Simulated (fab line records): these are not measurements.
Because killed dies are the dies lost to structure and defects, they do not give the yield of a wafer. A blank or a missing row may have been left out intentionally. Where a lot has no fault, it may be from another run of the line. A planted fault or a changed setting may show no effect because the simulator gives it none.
What tool caused it?    flow nand_harc    Sampling: 13 lots, 39 wafers, 6 of 1302 route steps

WHAT THE GAUGES READ, wafer by wafer
NHARC_P_ZERO_WELL_CD_MEAS_24 targets a cd of 720 nm.
lot   measured      on         cd_nm (nm)
L164  day 1 22:35   cd_sem-02  722.6 721.2 720.6
L166  day 2 18:37   cd_sem-01  723.3 720.7 723.8
L167  day 3 04:28   cd_sem-02  720.5 722.6 722.7
L168  day 3 14:40   cd_sem-01  717.6 722.4 722.3
L170  day 4 10:49   cd_sem-01  724.7 723.3 723.0
L173  day 5 16:36   cd_sem-02  725.2 724.9 723.3
L174  day 6 02:36   cd_sem-01  722.5 720.6 723.2
L175  day 6 12:28   cd_sem-01  722.5 721.2 720.5
L178  day 7 18:29   cd_sem-02  723.7 722.1 722.2
L179  day 8 04:35   cd_sem-02  721.4 722.4 721.5
L182  day 9 10:41   cd_sem-02  - - -
L186  day 11 02:19  cd_sem-02  721.7 725.5 722.7
L187  day 11 12:35  cd_sem-02  716.4 720.1 721.8

NHARC_P_ZERO_WELL_INSPECT_43.
lot   measured      on                 raw_defect_count
L164  day 2 03:26   defect_inspect-01  15 12 24
L166  day 3 00:17   defect_inspect-01  13 11 12
L167  day 3 09:26   defect_inspect-01  2 4 10
L168  day 3 21:52   defect_inspect-01  9 23 13
L170  day 4 15:47   defect_inspect-02  14 10 10
L173  day 5 21:35   defect_inspect-01  16 9 11
L174  day 6 07:37   defect_inspect-01  4 12 23
L175  day 6 17:34   defect_inspect-01  30 20 20
L178  day 7 23:35   defect_inspect-01  20 14 12
L179  day 8 09:43   defect_inspect-02  15 8 10
L182  day 9 15:32   defect_inspect-01  13 15 16
L186  day 11 07:10  defect_inspect-02  12 9 9
L187  day 11 17:50  defect_inspect-02  9 10 17

NHARC_P_STI_CD_MEAS_09 targets a cd of 200 nm.
lot   measured      on         cd_nm (nm)
L164  day 2 18:14   cd_sem-02  203 205 204
L166  day 3 16:17   cd_sem-03  197 201 203
L167  day 4 01:40   cd_sem-02  195 195 198
L168  day 4 13:09   cd_sem-02  196 200 205
L170  day 5 09:01   cd_sem-02  203 200 203
L173  day 6 16:01   cd_sem-01  200 195 203
L174  day 7 04:02   cd_sem-03  202 202 196
L175  day 7 08:50   cd_sem-03  202 203 200
L178  day 8 15:11   cd_sem-01  198 197 200
L179  day 9 03:39   cd_sem-01  200 198 198
L186  day 11 23:37  cd_sem-02  197 196 197
L187  day 12 14:20  cd_sem-02  201 201 200

NHARC_P_STI_OCD_MEAS_43.
lot   measured      on      trench_depth_nm (nm)  trench_foot_cd_nm (nm)
L164  day 2 19:35   ocd-01  303 291 299           160 164 161
L166  day 3 17:34   ocd-02  306 305 297           154 159 162
L167  day 4 02:59   ocd-02  310 307 305           151 153 155
L168  day 4 14:26   ocd-02  298 306 310           155 158 161
L170  day 5 10:19   ocd-02  294 308 301           162 157 161
L173  day 6 17:18   ocd-02  305 285 297           157 155 162
L174  day 7 05:19   ocd-02  308 302 306           160 161 153
L175  day 7 10:07   ocd-01  303 298 303           160 162 159
L178  day 8 16:29   ocd-02  305 289 303           155 155 158
L179  day 9 04:58   ocd-01  293 301 299           159 156 156
L186  day 12 00:54  ocd-02  298 297 295           155 155 156
L187  day 12 15:38  ocd-02  305 304 303           158 159 158

NHARC_END_SORT_01.
lot   measured      on         defect_limited_yield (%)  killed_at_array  killed_at_other  killed_at_periphery  killed_dies  killed_open  killed_short
L167  day 25 20:51  prober-01  88.0                      71               4                6                    81           3            2
L168  day 25 18:31  prober-02  88.9                      71               0                4                    75           5            7
L170  day 27 08:07  prober-02  90.5 92.2 91.4            51 46 51         0 1 0            13 6 7               64 53 58     3 2 2        4 0 2
L173  day 28 20:20  prober-02  93.2 91.3 93.6            46 55 41         0 0 0            0 4 2                46 59 43     5 2 4        1 5 2
L174  day 28 14:19  prober-01  88.2 87.6 85.5            77 82 96         1 1 1            2 1 1                80 84 98     3 3 1        2 3 4
L175  day 29 09:58  prober-01  92.6 89.8 92.3            48 61 43         0 1 0            2 7 9                50 69 52     3 4 3        6 3 0
L178  day 31 21:36  prober-01  88.0 91.1 86.6            79 57 86         1 1 0            1 2 5                81 60 91     1 4 7        3 1 3

TOOL THAT RAN EACH LOT (tool first, then ch and the chambers of the sampled wafers, then the start)
lot   NHARC_P_ZERO_WELL_EXPOSE_21
L164  krf_scanner-04 ch 0, day 1 22:26
L166  krf_scanner-02 ch 0, day 2 18:27
L167  krf_scanner-04 ch 0, day 3 04:19
L168  krf_scanner-03 ch 0, day 3 14:30
L170  krf_scanner-02 ch 0, day 4 10:39
L173  krf_scanner-04 ch 0, day 5 16:26
L174  krf_scanner-02 ch 0, day 6 02:26
L175  krf_scanner-02 ch 0, day 6 12:19
L178  krf_scanner-04 ch 0, day 7 18:20
L179  krf_scanner-02 ch 0, day 8 04:25
L182  krf_scanner-03 ch 0, day 9 10:31
L186  krf_scanner-03 ch 0, day 11 02:10
L187  krf_scanner-04 ch 0, day 11 12:25
- NHARC_P_ZERO_WELL_EXPOSE_21: exposes mask P NWELL, target cd 720 nm.

AS READ BY THE TOOLS THEMSELVES (means over the sampled wafers that have a number; for cases with no such wafer, the mark the record gives instead)
The record holds no such reading with a usual standard deviation.

THE ANSWER, worked out from the rows above alone
Rule: the lots themselves supply what counts as usual. The widest of any qualifying gaps counts: lots, ordered by their means at a reading, are off when they make up no more than a third of the lots, leave a main group of 4 or more, and stand apart from it by 3 or more times the standard deviation of that group's means. A main group whose means are all the same, to the digits that the tables above print for the reading, isn't used. Also off: a lot with no number at a reading for which 4 or more lots have one. Any other lot the step has rows for is counted as sound. Order of review: gauges by route order, followed by the tools' own readings, for which a lot's mean as printed above is used. At the first step where some lot is off, the reading lying furthest off is the one used; lots without a number count as furthest.
Off: L182, at NHARC_P_ZERO_WELL_CD_MEAS_24 (cd_nm). Without a number there: L182. Mean 722.1 nm and standard deviation 1.3 in the main group.
A tool fits if, at a process step before that reading, it ran every lot that is off, and no sound lot after the first of them. The gauges at NHARC_P_ZERO_WELL_CD_MEAS_24 are tried like those tools. Not one of the candidates tried fits.

WHAT WAS PUT IN BY THE SIMULATOR
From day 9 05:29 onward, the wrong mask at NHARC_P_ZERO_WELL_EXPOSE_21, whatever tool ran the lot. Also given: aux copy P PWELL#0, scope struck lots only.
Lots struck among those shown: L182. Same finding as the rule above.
